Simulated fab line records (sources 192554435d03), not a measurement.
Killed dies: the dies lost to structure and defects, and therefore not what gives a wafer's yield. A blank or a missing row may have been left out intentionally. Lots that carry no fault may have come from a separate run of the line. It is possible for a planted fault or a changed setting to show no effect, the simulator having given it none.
Comparing a struck lot with a sound one || flow n5_finfet || 16 out of 1938 route steps
Sound: the wafers L490.2, L490.3, L490.5. Struck: wafer L497.3 (left out: L497.1, L497.5 of the same lot, which were not struck); the cause appears at the end.
Each step with rows lists, per side, the tool, then ch with its chambers, then its first start. Under that, the readings that differ: sound wafers || struck wafers || difference of the means || sigmas: that difference in standard deviations of wafers without a fault.
alike: readings whose means differ by less than 2 such deviations, and words and numbers that are the same on both sides. not compared: withheld readings, readings that some wafer has no value for, bounds like >300 that may hide the same value, and numbers for which the record gives no deviation and whose values overlap.
The two part at a step that has a row with sigmas, a row that says differs or no value, or rows on one side only. Numbers that don't overlap but have no deviation are shown without sigmas and don't part them. A reading missing from all wafers of one side parts the sides only when that side holds two or more wafers.

N5_HKMG_FIN_STRIP_89: strips SOC in N2/H2, time 20 s.
  sound on rie_diel-01 ch 0,1,3, day 6 09:41; struck on rie_diel-03 ch 3, day 7 11:20
  alike: drypump_motor_current_A, oes_product_au, rf_vpp_V, showerhead_plenum_p_Torr, throttle_valve_pct
  not compared: rf_hours_counter_h
then, 1 step without rows for these wafers: N5_HKMG_FIN_WET_ETCH_87 (etches TiN in SC1, time 154.2 s, target depth 4.7 nm, rinse time 30 s).
N5_HKMG_FIN_STRIP_88: strips in N2/H2, time 360 s.
  sound on plasma_asher-01 ch 0,1, day 6 09:53; struck on plasma_asher-02 ch 0, day 7 11:32
  alike: drypump_motor_current_A, heater_power_w
  not compared: rf_hours_counter_h
then, 1 step without rows for these wafers: N5_HKMG_FIN_NWFM_ALD_20 (deposits TiAlC, target thk 2 nm, pulse time 3 s, purge time 2 s).
N5_HKMG_FIN_ALD_71: deposits TiN, target thk 1 nm, pulse time 1 s, purge time 3 s.
  sound on ald_metal-04 ch 0,3, day 6 10:22; struck on ald_metal-01 ch 1, day 7 12:10
  alike: heater_power_w, precursor_pulse_height_rel
  not compared: ald_cycles
then, 1 step without rows for these wafers: N5_HKMG_FIN_COAT_66 (time 60 s, resist thk 300 nm).
N5_HKMG_FIN_ETCH_67: etches SOC in N2/H2, stops on TiN, target depth 388.9 nm.
  sound on rie_diel-04 ch 1,2, day 6 10:46; struck on rie_diel-03 ch 1, day 7 12:31
{"reading": "showerhead_plenum_p_Torr (Torr)", "sound": "2.42 2.56 2.42", "struck": 2.70, "difference": "+0.23", "sigmas": "+3"}
  alike: drypump_motor_current_A, oes_product_au, rf_vpp_V, throttle_valve_pct
  not compared: rf_hours_counter_h
then, 4 steps without rows for these wafers: N5_HKMG_FIN_STRIP_90 (strips SOC in N2/H2, time 20 s); N5_HKMG_FIN_WET_ETCH_73 (etches the open film in SC1, time 42.3 s, target depth 1.3 nm, rinse time 30 s); N5_HKMG_FIN_ETCHBACK_68 (etches the open film in Cl2/Ar, stops on HfO2, target depth 0.5 nm); N5_HKMG_FIN_STRIP_69 (strips in N2/H2, time 360 s).
N5_HKMG_FIN_ALD_21: deposits TiN, target thk 1.5 nm, pulse time 1 s, purge time 3 s.
  sound on ald_metal-02 ch 0,1,2, day 6 11:30; struck on ald_metal-01 ch 0, day 7 13:17
  alike: heater_power_w, precursor_pulse_height_rel
  not compared: ald_cycles
N5_HKMG_FIN_ALD_72: deposits W, target thk 2 nm, pulse time 1 s, purge time 2 s.
  sound on cvd_w-02 ch 0,1, day 6 11:52; struck on cvd_w-02 ch 0, day 7 13:40
{"reading": "ald_cycles", "sound": "7 7 7", "struck": 6, "difference": -1, "sigmas": ""}
  alike: heater_power_w, precursor_pulse_height_rel
  not compared: model.W_of_HKMG_FIN_ALD_72.thk_nm
then, 1 step without rows for these wafers: N5_HKMG_FIN_W_FILL_22 (material W, target thk 60 nm, time 18.2 s).
-- record jumps: 6 days separate the struck wafers' starts on either side; left off in module HKMG_FIN, taken up again in module BEOL_M4, whose first shown step is the route's number 1111 --
N5_BEOL_M4_RC_MEAS_101:
  sound on prober-02 ch 0, day 13 03:19; struck on prober-02 ch 0, day 13 18:40
{"reading": "ION_P (uA/um)", "sound": "466 454 460", "struck": 472, "difference": "+12", "sigmas": "+2"}
  alike: DIBL_N, DIBL_P, IOFF_N, IOFF_P, ION_N, SS_N, SS_P, VT_N, VT_P
then, 1 step without rows for these wafers: N5_PASSIVATION_PROBE_49.

## WHERE THEY PART
Earliest at N5_HKMG_FIN_ETCH_67; latest, in this record, at N5_BEOL_M4_RC_MEAS_101.

WHY: what the simulator had put in
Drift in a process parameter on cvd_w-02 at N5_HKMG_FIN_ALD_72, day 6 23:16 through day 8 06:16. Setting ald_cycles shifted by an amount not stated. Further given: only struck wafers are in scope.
